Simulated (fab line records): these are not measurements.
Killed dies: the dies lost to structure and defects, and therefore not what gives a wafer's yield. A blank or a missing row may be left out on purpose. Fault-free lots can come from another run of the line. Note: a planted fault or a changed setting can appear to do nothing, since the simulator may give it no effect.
Code-filled problem report in 8D (eight disciplines) form | flow n5Finfet | the parts of the form that need people (team, actions taken, sign-off) are left out

## 1. WHAT IS WRONG
Wafers with no fault read 34 with a standard deviation of 9.4, whereas killed_at_M0_to_M3 at N5_PASSIVATION_PROBE_49 reads a mean of 129 on 1 wafer of 1 lot. Measured from the usual mean, that is +10 standard deviations.
The first sign was on wafer L233.3 at day 18 10:46, on prober-02. At this step, 21 wafers from 7 lots have a number in the record. Rule for "out", or "out of limits": more than 4 standard deviations from the usual mean. The other wafers with a number count as sound.

## 2. WHAT THIS IS AND IS NOT
question                    | is                 | is not
which readings at this step | killed_at_M0_to_M3 | killed_at_M4_up, killedAtContacts, killedAtFrontEnd, killedAtOther, killedShort, sort_bin_6_memory
which lots                  | L233               | L219, L224, L225, L227, L239, L241
which wafers of those lots  | L233.3             | L233.5, L233.6
read on which tools         | prober-02          | prober-01
when                        | from day 18 10:46  | up to then (12 sound wafers); but 8 sound wafers of L233, L239, L241 came after

## 3. SUSPECTS, AND WHAT RULES EACH OUT
Counting: any tool at a process step up to the reading remains a suspect provided it ran every lot that is out. Sound lots after the first of them don't rule it out here, since some wafers of a struck lot are sound.
- rieDiel-04 at N5_BEOL_M0_STRIP_104 (strips in N2/H2): kept. It ran the lot that is out, L233 (day 9 22:40); its last sound lot up to then is L219 (day 6 01:16).
- pecvd-03 at N5_PASSIVATION_PECVD_01 (deposits SiNx from SiH4/NH3/N2, target thk 200 nm, time 43.2 s): kept. It ran the lot that is out, L233 (day 18 02:01); its last sound lot up to then is L227 (day 15 03:58).
- rieDiel-04 at N5_PASSIVATION_PASS_ETCH_47 (etches SiNx in CF4/O2, target depth 770 nm, time 385 s): kept. It ran the lot that is out, L233 (day 18 07:40); its last sound lot up to then is L224 (day 15 03:34).
- prober-02 at N5_PASSIVATION_PROBE_49: kept. It ran the lot that is out, L233 (day 18 10:46); its last sound lot up to then is L227 (day 15 11:08). Out on those wafers are its own readings of killed_at_M0_to_M3.
- In rieDiel-04 at N5_BEOL_M0_STRIP_104, the wafers that are out were processed in chamber 0 and their sound lot-mates in chambers 2, 3.
- In rieDiel-04 at N5_PASSIVATION_PASS_ETCH_47, the wafers that are out were processed in chamber 1 and their sound lot-mates in chambers 0, 3.
Left after counting: rieDiel-04 at N5_BEOL_M0_STRIP_104, pecvd-03 at N5_PASSIVATION_PECVD_01, rieDiel-04 at N5_PASSIVATION_PASS_ETCH_47, prober-02 at N5_PASSIVATION_PROBE_49.

## 4. THE CAUSE (what the simulator had put in)
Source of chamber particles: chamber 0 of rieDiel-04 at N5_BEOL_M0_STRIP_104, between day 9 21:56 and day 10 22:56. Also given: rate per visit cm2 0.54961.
Of the 4 suspects that counting leaves, this tool is one.

## 5. SEQUENCE OF EFFECTS, ordered by route
Rows list readings where the struck wafers' mean (over those with a number) sits beyond 3 standard deviations from the usual. Scope: only readings with a usual standard deviation given in the record; hours: median across lots of the time from each lot's start at the first step in this table that gives one to its start at this step; sigmas: change in usual standard deviations.
hours | step                    | reading             | usual  | on struck wafers | change | sigmas
0     | N5_PASSIVATION_PROBE_49 | defectLimitedYield  | 91.2 % | 85.8             | -5.4   | -3.9
0     | N5_PASSIVATION_PROBE_49 | killed_at_M0_to_M3  | 34     | 129              | +95    | +10
0     | N5_PASSIVATION_PROBE_49 | killedDies          | 103    | 167              | +64    | +3.8
0     | N5_PASSIVATION_PROBE_49 | sort_bin_5_function | 5.1 %  | 8.6              | +3.5   | +3.8
0     | N5_PASSIVATION_PROBE_49 | sortNPass           | 1077   | 1013             | -64    | -3.8
0     | N5_PASSIVATION_PROBE_49 | sortYieldPct        | 91.2 % | 85.8             | -5.4   | -3.9
Here are the process steps it includes:
- N5_PASSIVATION_PROBE_49

## 6. HOW IT WOULD HAVE BEEN CAUGHT EARLIER
The fault began at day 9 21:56; the first out-of-limits reading in this record came at day 18 10:46, 205 hours later.
An alarm limit of 4 standard deviations would not have fired on the tool readings at N5_BEOL_M0_STRIP_104 for which the record gives a usual standard deviation, since none of them was out on any struck wafer.
All the lots that are out (1) had begun N5_BEOL_M0_STRIP_104 on rieDiel-04 by day 18 10:46. Holding the tool at that point would not have protected any of them.
